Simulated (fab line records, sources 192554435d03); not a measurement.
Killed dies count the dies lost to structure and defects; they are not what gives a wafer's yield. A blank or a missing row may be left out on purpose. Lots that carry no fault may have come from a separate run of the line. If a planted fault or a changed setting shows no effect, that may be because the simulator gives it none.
fab line records -- flow n5_finfet
record lots=7, wafers=21
route steps=1938 shown BEOL_M7@1273 BEOL_M8@1335 BEOL_M9@1440
start_h: the number of hours between the record's first day and the start of the first shown wafer of the lot -- wait_h: hours since the lot's step before -- " the same as in the row above -- L1.1+2: several wafers, shown together as one row -- - no value, or no start given -- * or withheld: withheld -- < > ~ a bound
route shown NAME@n: a module of which the file shows steps, and the number in the route of the first -- usual: mean/standard deviation of fault-free wafers -- same: alike in all rows -- chamber/n: place in a boat -- sites: readings site by site -- _std_site: standard deviation of those values -- _edge_site: the outer-site mean with the inner-site mean subtracted -- radius_mm: how far each site lies from the wafer's centre -- mask NAME#n: copy n -- behind: tool/chamber where the wafer was last shaped -- hold: reason for holding the lot/hours on hold/outcome of the hold -- device: transistor that didn't switch, given as n, p or np -- end of line: the same wafers' tests at the end of the route -- where a step has no rows: the recipe by itself -- killed: count of dies lost to structure and defects at first sort (not the wafer's yield) -- map: dies across one wafer; x = killed, . = not, _ = none there
set.NAME: the setting as run; set.NAME@STEP: as run at that earlier step -- model.NAME: the simulator's own value behind a step, which no gauge read
lots with deliberately changed settings; one table per step, one row per wafer
## steps
# step N5_BEOL_M7_EXPOSE_08
# recipe mask_id=M7, na=1.35, source_shape=dipole, sigma_inner=0.817, sigma_outer=0.97, polarization=te, dose_mj=68.25
lot.wafer,tool,chamber,start_h,wait_h,mask,set.dose_mj
L074.1,arfi_scanner-02,0,205.70,-,M7#0,68.25
L074.2+4,arfi_scanner-02,0,205.70,-,M7#0,65.61
L081.3+4,arfi_scanner-02,0,266.85,-,M7#0,68.25
L081.6,arfi_scanner-02,0,266.85,-,M7#0,65.18
L083.1,arfi_scanner-02,0,297.31,-,M7#0,63.57
L083.5+6,arfi_scanner-02,0,297.31,-,M7#0,68.25
L091.3+4,arfi_scanner-01,0,326.39,-,M7#0,68.25
L091.5,arfi_scanner-01,0,326.39,-,M7#0,70.85
L092.1,arfi_scanner-03,0,326.74,-,M7#0,68.25
L092.3+4,arfi_scanner-03,0,326.74,-,M7#0,64.25
L095.1,arfi_scanner-03,0,336.72,-,M7#0,65.52
L095.3+5,arfi_scanner-03,0,336.72,-,M7#0,68.25
L097.1+2+3,arfi_scanner-03,0,363.46,-,M7#0,68.25
# step N5_BEOL_M7_PEB_09
# recipe peb_temp_c=withheld, peb_time_s=60, resist=CAR-ArF
# step N5_BEOL_M7_DEVELOP_10
# recipe develop_time_s=30, developer=TMAH, resist=CAR-ArF, rinse_liquid=diw, dry=air_spin, dev_temp_c=23
# step N5_BEOL_M7_CD_MEAS_11
# recipe target_cd_nm=38.5, landing_energy_ev=500, detector=se_inlens, polarity=opening
# usual cd_nm=38.5/0.48
lot.wafer,tool,chamber,start_h,wait_h,set.dose_mj@BEOL_M7_EXPOSE_08,cd_nm
L074.1,cd_sem-03,0,205.83,-,68.25,38.5
L074.2,cd_sem-03,0,205.83,-,65.61,36.6
L074.4,cd_sem-03,0,205.83,-,65.61,36.5
L081.3,cd_sem-02,0,266.97,-,68.25,38.7
L081.4,cd_sem-02,0,266.97,-,68.25,38.4
L081.6,cd_sem-02,0,266.97,-,65.18,36.1
L083.1,cd_sem-02,0,297.43,-,63.57,34.7
L083.5,cd_sem-02,0,297.43,-,68.25,37.9
L083.6,cd_sem-02,0,297.43,-,68.25,38.4
L091.3,cd_sem-03,0,326.51,-,68.25,38.4
L091.4,cd_sem-03,0,326.51,-,68.25,38.5
L091.5,cd_sem-03,0,326.51,-,70.85,39.9
L092.1,cd_sem-03,0,326.87,-,68.25,38.6
L092.3,cd_sem-03,0,326.87,-,64.25,36.2
L092.4,cd_sem-03,0,326.87,-,64.25,35.9
L095.1,cd_sem-01,0,336.85,-,65.52,36.1
L095.3,cd_sem-01,0,336.85,-,68.25,38.0
L095.5,cd_sem-01,0,336.85,-,68.25,38.2
L097.1,cd_sem-01,0,363.59,-,68.25,37.9
L097.2,cd_sem-01,0,363.59,-,68.25,38.6
L097.3,cd_sem-01,0,363.59,-,68.25,37.7
# step N5_BEOL_M7_DESCUM_16
# recipe chemistry=O2, time_s=7.9, source_power_w=50, bias_power_w=20, pressure_mtorr=20, rf_frequency_hz=2.712e+07, temp_c=40, resist=CAR-ArF, o2_flow_sccm=225
# step N5_BEOL_M7_ETCH_61
# recipe chemistry=CF4, target=SiARC, target_depth_a=455, mask_material=CAR-ArF, time_s=75.8, ion_energy_ev=80, pressure_mtorr=40, source_w=545, bias_w=36, Ar_flow_sccm=100, cf4_flow_sccm=100, ends=cleared
lot.wafer,tool,chamber,start_h,wait_h,set.dose_mj@BEOL_M7_EXPOSE_08,model.BEOL_M7.cd_offset_nm
L074.1,rie_diel-03,0,205.96,0.0,68.25,0.2
L074.2,rie_diel-03,2,205.96,0.0,65.61,-1.6
L074.4,rie_diel-03,1,205.96,0.0,65.61,-1.4
L081.3,rie_diel-01,3,267.09,0.0,68.25,0
L081.4,rie_diel-01,0,267.09,0.0,68.25,0.2
L081.6,rie_diel-01,3,267.09,0.0,65.18,-2.2
L083.1,rie_diel-01,0,297.61,0.0,63.57,-3.8
L083.5,rie_diel-01,1,297.61,0.0,68.25,-0.6
L083.6,rie_diel-01,0,297.61,0.0,68.25,-0.2
L091.3,rie_diel-03,0,326.63,0.0,68.25,-0.2
L091.4,rie_diel-03,2,326.63,0.0,68.25,0
L091.5,rie_diel-03,2,326.63,0.0,70.85,1.4
L092.1,rie_diel-06,1,326.99,0.0,68.25,0
L092.3+4,rie_diel-06,"0,2",326.99,0.0,64.25,-2.6
L095.1,rie_diel-06,1,336.98,0.0,65.52,-2.8
L095.3,rie_diel-06,0,336.98,0.0,68.25,-0.8
L095.5,rie_diel-06,0,336.98,0.0,68.25,-0.4
L097.1+2,rie_diel-01,"0,2",363.76,0.0,68.25,-0.2
L097.3,rie_diel-01,3,363.76,0.0,68.25,-0.8
# step N5_BEOL_M7_ETCH_62
# recipe chemistry=N2/H2, target=SOC, target_depth_a=1100, overetch_a=220, mask_material=SiARC, temp_c=40, time_s=165, ion_energy_ev=200, pressure_mtorr=30, source_w=840, bias_w=150, n2_flow_sccm=200, h2_flow_sccm=200
lot.wafer,tool,chamber,start_h,wait_h,set.dose_mj@BEOL_M7_EXPOSE_08,model.BEOL_M7.cd_offset_nm
L074.1,rie_diel-03,0,206.01,0.0,68.25,0.4
L074.2,rie_diel-03,2,206.01,0.0,65.61,-1.8
L074.4,rie_diel-03,1,206.01,0.0,65.61,-1.4
L081.3,rie_diel-01,3,267.15,0.0,68.25,-0.2
L081.4,rie_diel-01,0,267.15,0.0,68.25,0.2
L081.6,rie_diel-01,3,267.15,0.0,65.18,-2.4
L083.1,rie_diel-01,0,297.67,0.0,63.57,-3.8
L083.5,rie_diel-01,1,297.67,0.0,68.25,-0.8
L083.6,rie_diel-01,0,297.67,0.0,68.25,-0.4
L091.3+4,rie_diel-03,"0,2",326.69,0.0,68.25,0
L091.5,rie_diel-03,2,326.69,0.0,70.85,1.6
L092.1,rie_diel-06,1,327.05,0.0,68.25,0
L092.3+4,rie_diel-06,"0,2",327.05,0.0,64.25,-2.6
L095.1,rie_diel-06,1,337.03,0.0,65.52,-2.8
L095.3,rie_diel-06,0,337.03,0.0,68.25,-1
L095.5,rie_diel-06,0,337.03,0.0,68.25,-0.6
L097.1+2,rie_diel-01,"0,2",363.82,0.0,68.25,-0.2
L097.3,rie_diel-01,3,363.82,0.0,68.25,-1
# step N5_BEOL_M7_STRIP_68
# recipe chemistry=N2/H2, temp_c=40, n2_flow_sccm=200, h2_flow_sccm=200, rf_frequency_hz=6e+07
# step N5_BEOL_M7_STRIP_67
# recipe chemistry=CF4, resist=SiARC, power_w=300, bias_power_w=75, pressure_mtorr=50, cf4_flow_sccm=150, rf_frequency_hz=6e+07
# step N5_BEOL_M7_HM_OPEN_17
# recipe chemistry=Cl2/BCl3, target_depth_a=200, overetch_a=60, target=TiN, mask_material=SOC, ion_energy_ev=150, pressure_mtorr=10, icp_w=1000, bias_w=126, Cl2_flow_sccm=53.25, bcl3_flow_sccm=21.75, Ar_flow_sccm=25
lot.wafer,tool,chamber,start_h,wait_h,set.dose_mj@BEOL_M7_EXPOSE_08,model.BEOL_M7.cd_offset_nm
L074.1,rie_metal-02,1,206.20,0.0,68.25,0.4
L074.2,rie_metal-02,0,206.20,0.0,65.61,-2
L074.4,rie_metal-02,0,206.20,0.0,65.61,-1.6
L081.3,rie_metal-02,1,267.37,0.1,68.25,-0.2
L081.4,rie_metal-02,0,267.37,0.1,68.25,0.2
L081.6,rie_metal-02,1,267.37,0.1,65.18,-2.4
L083.1,rie_metal-02,1,297.85,0.0,63.57,-3.8
L083.5,rie_metal-02,1,297.85,0.0,68.25,-0.8
L083.6,rie_metal-02,0,297.85,0.0,68.25,-0.6
L091.3,rie_metal-01,1,326.91,0.1,68.25,-0.2
L091.4,rie_metal-01,0,326.91,0.1,68.25,0.2
L091.5,rie_metal-01,1,326.91,0.1,70.85,1.4
L092.1,rie_metal-01,1,327.23,0.0,68.25,-0.2
L092.3+4,rie_metal-01,"0,1",327.23,0.0,64.25,-2.6
L095.1,rie_metal-02,1,337.22,0.0,65.52,-2.8
L095.3,rie_metal-02,1,337.22,0.0,68.25,-1
L095.5,rie_metal-02,1,337.22,0.0,68.25,-0.6
L097.1,rie_metal-01,1,364.01,0.0,68.25,-0.2
L097.2,rie_metal-01,0,364.01,0.0,68.25,0
L097.3,rie_metal-01,0,364.01,0.0,68.25,-0.8
# step N5_BEOL_M7_STRIP_19
# recipe chemistry=O2, power_w=400, temp_c=40, pressure_mtorr=30, rf_frequency_hz=6e+07, bias_power_w=0, overash_fraction=0.2, o2_flow_sccm=225
lot.wafer,tool,chamber,start_h,wait_h,set.pressure_mtorr
L074.1+2+4,rie_diel-03,"2,3,1",206.31,0.1,32.01
L081.3+4+6,rie_diel-06,"1,2,1",267.45,0.1,24.04
L083.1+5+6,rie_diel-03,"1,0,1",297.96,0.1,30
L091.3+4+5,rie_diel-03,"2,1,2",326.99,0.1,36.48
L092.1+3+4,rie_diel-01,"0,1,1",327.49,0.2,27.93
L095.1+3+5,rie_diel-06,"2,1,0",337.33,0.1,27.8
L097.1+2+3,rie_diel-06,"0,1,3",364.12,0.1,30
# step N5_BEOL_M7_CD_MEAS_18
# recipe pitch_nm=80, target_cd_nm=40
# usual cd_nm=40.0/0.53
lot.wafer,tool,chamber,start_h,wait_h,set.dose_mj@BEOL_M7_EXPOSE_08,cd_nm
L074.1,cd_sem-03,-,206.38,0.0,68.25,40.3
L074.2,cd_sem-03,-,206.38,0.0,65.61,38.1
L074.4,cd_sem-03,-,206.38,0.0,65.61,38.5
L081.3,cd_sem-03,-,267.52,0.1,68.25,39.5
L081.4,cd_sem-03,-,267.52,0.1,68.25,40.2
L081.6,cd_sem-03,-,267.52,0.1,65.18,37.9
L083.1,cd_sem-01,-,298.03,0.0,63.57,36.1
L083.5,cd_sem-01,-,298.03,0.0,68.25,38.9
L083.6,cd_sem-01,-,298.03,0.0,68.25,39.5
L091.3,cd_sem-01,-,327.06,0.1,68.25,39.9
L091.4,cd_sem-01,-,327.06,0.1,68.25,40.3
L091.5,cd_sem-01,-,327.06,0.1,70.85,41.5
L092.1,cd_sem-02,-,327.56,0.0,68.25,40.4
L092.3,cd_sem-02,-,327.56,0.0,64.25,37.5
L092.4,cd_sem-02,-,327.56,0.0,64.25,37.6
L095.1,cd_sem-03,-,337.40,0.0,65.52,37.8
L095.3,cd_sem-03,-,337.40,0.0,68.25,39.2
L095.5,cd_sem-03,-,337.40,0.0,68.25,39.1
L097.1,cd_sem-01,-,364.19,0.0,68.25,39.9
L097.2,cd_sem-01,-,364.19,0.0,68.25,40.2
L097.3,cd_sem-01,-,364.19,0.0,68.25,39.0
# step N5_BEOL_M7_COAT_63
# recipe resist=SOC, temp_c=250, time_s=60, spin_rpm=1500, resist_thk_nm=60
# step N5_BEOL_M7_COAT_64
# recipe resist=SiARC, temp_c=220, time_s=60, spin_rpm=1500, resist_thk_nm=12
# step N5_BEOL_M7_PRECLEAN_42
# recipe chemistry=residue_remover, time_s=60, temp_c=40
# step N5_BEOL_M7_SRD_43
# recipe time_s=30, temp_c=23, rinse_liquid=diw, dry=ipa_marangoni
# step N5_BEOL_M7_CD_MEAS_35
# recipe target_cd_nm=40, polarity=opening
# usual cd_nm=40.0/0.55
lot.wafer,tool,chamber,start_h,wait_h,set.dose_mj@BEOL_M7_EXPOSE_08,cd_nm
L074.1,cd_sem-02,-,208.43,0.0,68.25,40.5
L074.2,cd_sem-02,-,208.43,0.0,65.61,38.4
L074.4,cd_sem-02,-,208.43,0.0,65.61,38.2
L081.3,cd_sem-02,-,268.66,0.0,68.25,39.6
L081.4,cd_sem-02,-,268.66,0.0,68.25,39.9
L081.6,cd_sem-02,-,268.66,0.0,65.18,37.7
L083.1,cd_sem-03,-,300.58,0.0,63.57,36.0
L083.5,cd_sem-03,-,300.58,0.0,68.25,39.2
L083.6,cd_sem-03,-,300.58,0.0,68.25,39.3
L091.3,cd_sem-03,-,329.12,0.0,68.25,39.7
L091.4,cd_sem-03,-,329.12,0.0,68.25,40.3
L091.5,cd_sem-03,-,329.12,0.0,70.85,41.4
L092.1,cd_sem-03,-,329.96,0.0,68.25,39.8
L092.3,cd_sem-03,-,329.96,0.0,64.25,37.6
L092.4,cd_sem-03,-,329.96,0.0,64.25,37.1
L095.1,cd_sem-03,-,338.71,0.0,65.52,37.3
L095.3,cd_sem-03,-,338.71,0.0,68.25,39.1
L095.5,cd_sem-03,-,338.71,0.0,68.25,39.2
L097.1,cd_sem-02,-,366.07,0.0,68.25,39.5
L097.2,cd_sem-02,-,366.07,0.0,68.25,39.7
L097.3,cd_sem-02,-,366.07,0.0,68.25,38.9
# step N5_BEOL_M8_PECVD_70
# recipe material=SiO2, target_thk_a=200, temp_c=400, precursor=TEOS/O2, pressure_torr=5.5, rf_w=450, teos_flow_sccm=53.8, gas=O2, flow_sccm=3000, time_s=22.7
lot.wafer,tool,chamber,start_h,wait_h,set.temp_c,model.SiO2_of_BEOL_M8_PECVD_70.thk_nm
L074.1,pecvd-04,1,211.77,0.0,400,20
L074.2,pecvd-04,0,211.77,0.0,409.4,18.4
L074.4,pecvd-04,1,211.77,0.0,400,20.2
L081.3,pecvd-01,0,272.70,0.0,414.3,17.8
L081.4,pecvd-01,1,272.70,0.0,400,19.6
L081.6,pecvd-01,0,272.70,0.0,400,19.8
L083.1+5,pecvd-01,2,304.28,0.0,400,20
L083.6,pecvd-01,0,304.28,0.0,400,20.2
L091.3,pecvd-01,1,333.86,0.0,400,19.6
L091.4,pecvd-01,0,333.86,0.0,400,20.2
L091.5,pecvd-01,1,333.86,0.0,382.5,22.2
L092.1,pecvd-02,0,334.32,0.0,409.2,18.4
L092.3,pecvd-02,0,334.32,0.0,400,20
L092.4,pecvd-02,2,334.32,0.0,409.2,19
L095.1+3,pecvd-01,"1,0",342.07,0.0,400,19.6
L095.5,pecvd-01,1,342.07,0.0,389.8,21
L097.1+3,pecvd-04,"0,1",370.80,0.0,400,19.8
L097.2,pecvd-04,2,370.80,0.0,400,20
# step N5_BEOL_M8_ETCH_65
# recipe chemistry=CF4, target=SiARC, target_depth_a=156, mask_material=CAR-EUV, time_s=26, ion_energy_ev=80, pressure_mtorr=40, source_w=545, bias_w=36, Ar_flow_sccm=100, cf4_flow_sccm=100, ends=cleared
# usual etch_rf_on_time_s=25.8/0.37, rf_vpp_V=184.3/1.5
lot.wafer,tool,chamber,start_h,wait_h,set.source_w,etch_rf_on_time_s,rf_vpp_V
L074.1,rie_diel-05,3,215.43,0.0,545,26.0,184.0
L074.2,rie_diel-05,0,215.43,0.0,545,26.1,185.7
L074.4,rie_diel-05,2,215.43,0.0,545,26.0,186.2
L081.3,rie_diel-05,1,276.44,0.0,545,26.3,183.1
L081.4,rie_diel-05,2,276.44,0.0,545,25.7,185.9
L081.6,rie_diel-05,2,276.44,0.0,545,25.7,186.0
L083.1,rie_diel-04,1,307.34,0.0,545,25.3,186.3
L083.5,rie_diel-04,1,307.34,0.0,545,25.6,186.1
L083.6,rie_diel-04,0,307.34,0.0,477.2,28.5,194.6
L091.3,rie_diel-04,2,339.18,0.0,545,25.8,183.9
L091.4,rie_diel-04,3,339.18,0.0,545,25.6,183.9
L091.5,rie_diel-04,3,339.18,0.0,486.1,28.5,191.4
L092.1,rie_diel-05,1,339.23,0.0,474.4,29.6,188.8
L092.3,rie_diel-05,0,339.23,0.0,545,25.9,184.8
L092.4,rie_diel-05,0,339.23,0.0,545,25.8,183.3
L095.1,rie_diel-02,3,350.00,0.0,545,26.6,184.2
L095.3,rie_diel-02,1,350.00,0.0,545,26.3,184.2
L095.5,rie_diel-02,1,350.00,0.0,605.3,23.8,178.0
L097.1,rie_diel-05,1,376.46,0.0,545,26.4,181.6
L097.2,rie_diel-05,0,376.46,0.0,545,25.8,186.8
L097.3,rie_diel-05,2,376.46,0.0,545,25.9,184.9
# step N5_BEOL_M8_ETCH_66
# recipe chemistry=N2/H2, target=SOC, target_depth_a=800, overetch_a=160, mask_material=SiARC, temp_c=40, time_s=120, ion_energy_ev=200, pressure_mtorr=30, source_w=840, bias_w=150, n2_flow_sccm=200, h2_flow_sccm=200
# step N5_BEOL_M8_STRIP_69
# recipe chemistry=N2/H2, temp_c=40, n2_flow_sccm=200, h2_flow_sccm=200, rf_frequency_hz=6e+07
# step N5_BEOL_M8_STRIP_80
# recipe chemistry=N2/H2, time_s=10, power_w=450, temp_c=40, pressure_mtorr=20, rf_frequency_hz=6e+07, bias_power_w=7, n2_flow_sccm=200, h2_flow_sccm=200
# step N5_BEOL_M8_HM_STRIP_39
# recipe chemistry=peroxide_tin_strip, material=TiN, target_depth_a=250, temp_c=50, time_s=158
lot.wafer,tool,chamber,start_h,wait_h,set.temp_c@BEOL_M8_PECVD_70,model.SiO2_of_BEOL_M8_PECVD_70.thk_nm
L074.1,wet_bench-01,3,215.84,0.0,400,19.8
L074.2,wet_bench-01,5,215.84,0.0,409.4,18.2
L074.4,wet_bench-01,4,215.84,0.0,400,20
L081.3,wet_bench-05,1,276.85,0.0,414.3,17.6
L081.4,wet_bench-05,7,276.85,0.0,400,19.4
L081.6,wet_bench-05,0,276.85,0.0,400,19.6
L083.1,wet_bench-06,0,307.76,0.0,400,19.8
L083.5+6,wet_bench-06,"5,6",307.76,0.0,400,20
L091.3,wet_bench-05,5,339.59,0.0,400,19.6
L091.4,wet_bench-05,6,339.59,0.0,400,20.2
L091.5,wet_bench-05,2,339.59,0.0,382.5,22
L092.1,wet_bench-01,7,339.64,0.0,409.2,18.2
L092.3,wet_bench-01,6,339.64,0.0,400,19.8
L092.4,wet_bench-01,0,339.64,0.0,409.2,19
L095.1+3,wet_bench-01,"4,3",350.41,0.0,400,19.4
L095.5,wet_bench-01,5,350.41,0.0,389.8,20.8
L097.1+3,wet_bench-01,"5,1",376.87,0.0,400,19.6
L097.2,wet_bench-01,3,376.87,0.0,400,19.8
# step N5_BEOL_M9_ETCH_66
# recipe chemistry=N2/H2, target=SOC, target_depth_a=800, overetch_a=160, mask_material=SiARC, temp_c=40, time_s=120, ion_energy_ev=200, pressure_mtorr=30, source_w=840, bias_w=150, n2_flow_sccm=200, h2_flow_sccm=200
lot.wafer,tool,chamber,start_h,wait_h,set.time_s,model.SiARC_of_BEOL_M9_COAT_64.thk_nm
L074.1,rie_diel-01,0,225.79,0.0,105.5,7
L074.2,rie_diel-01,3,225.79,0.0,120,6.2
L074.4,rie_diel-01,1,225.79,0.0,120,6.4
L081.3,rie_diel-01,3,292.96,0.0,120,6.4
L081.4+6,rie_diel-01,"2,1",292.96,0.0,107.9,7
L083.1+5,rie_diel-06,"0,1",317.87,0.0,120,6.2
L083.6,rie_diel-06,0,317.87,0.0,143.5,5.2
L091.3+5,rie_diel-06,2,350.01,0.0,120,6.4
L091.4,rie_diel-06,0,350.01,0.0,120,6.2
L092.1,rie_diel-01,3,350.05,0.0,120,6.4
L092.3,rie_diel-01,2,350.05,0.0,139.9,5.4
L092.4,rie_diel-01,1,350.05,0.0,120,6.2
L095.1+3,rie_diel-03,"0,3",361.88,0.0,109.9,6.8
L095.5,rie_diel-03,2,361.88,0.0,120,6.4
L097.1+2,rie_diel-06,"0,1",386.19,0.0,120,6.2
L097.3,rie_diel-06,3,386.19,0.0,120,6.6
## key
split step=N5_BEOL_M7_EXPOSE_08, setting=dose_mj, stated=68.25, by=wafer
response step=N5_BEOL_M7_CD_MEAS_11, reading=cd_nm, change=+0.481, per=1%, r=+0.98
response step=N5_BEOL_M7_ETCH_61, reading=model.BEOL_M7.cd_offset_nm, change=+0.476, per=1%, r=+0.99
response step=N5_BEOL_M7_ETCH_62, reading=model.BEOL_M7.cd_offset_nm, change=+0.475, per=1%, r=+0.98
response step=N5_BEOL_M7_HM_OPEN_17, reading=model.BEOL_M7.cd_offset_nm, change=+0.462, per=1%, r=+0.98
response step=N5_BEOL_M7_CD_MEAS_18, reading=cd_nm, change=+0.44, per=1%, r=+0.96
response step=N5_BEOL_M7_CD_MEAS_35, reading=cd_nm, change=+0.458, per=1%, r=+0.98
split step=N5_BEOL_M7_STRIP_19, setting=pressure_mtorr, stated=30, by=lot
response none clear
split step=N5_BEOL_M8_PECVD_70, setting=temp_c, stated=400, by=wafer
response step=N5_BEOL_M8_PECVD_70, reading=model.SiO2_of_BEOL_M8_PECVD_70.thk_nm, change=-0.557, per=1%, r=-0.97
response step=N5_BEOL_M8_HM_STRIP_39, reading=model.SiO2_of_BEOL_M8_PECVD_70.thk_nm, change=-0.534, per=1%, r=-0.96
split step=N5_BEOL_M8_ETCH_65, setting=source_w, stated=545, by=wafer
response step=N5_BEOL_M8_ETCH_65, reading=etch_rf_on_time_s, change=*, per=1%, r=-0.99
response step=N5_BEOL_M8_ETCH_65, reading=rf_vpp_V, change=-0.561, per=1%, r=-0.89
split step=N5_BEOL_M9_ETCH_66, setting=time_s, stated=120, by=wafer
response step=N5_BEOL_M9_ETCH_66, reading=model.SiARC_of_BEOL_M9_COAT_64.thk_nm, change=-0.0536, per=1%, r=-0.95
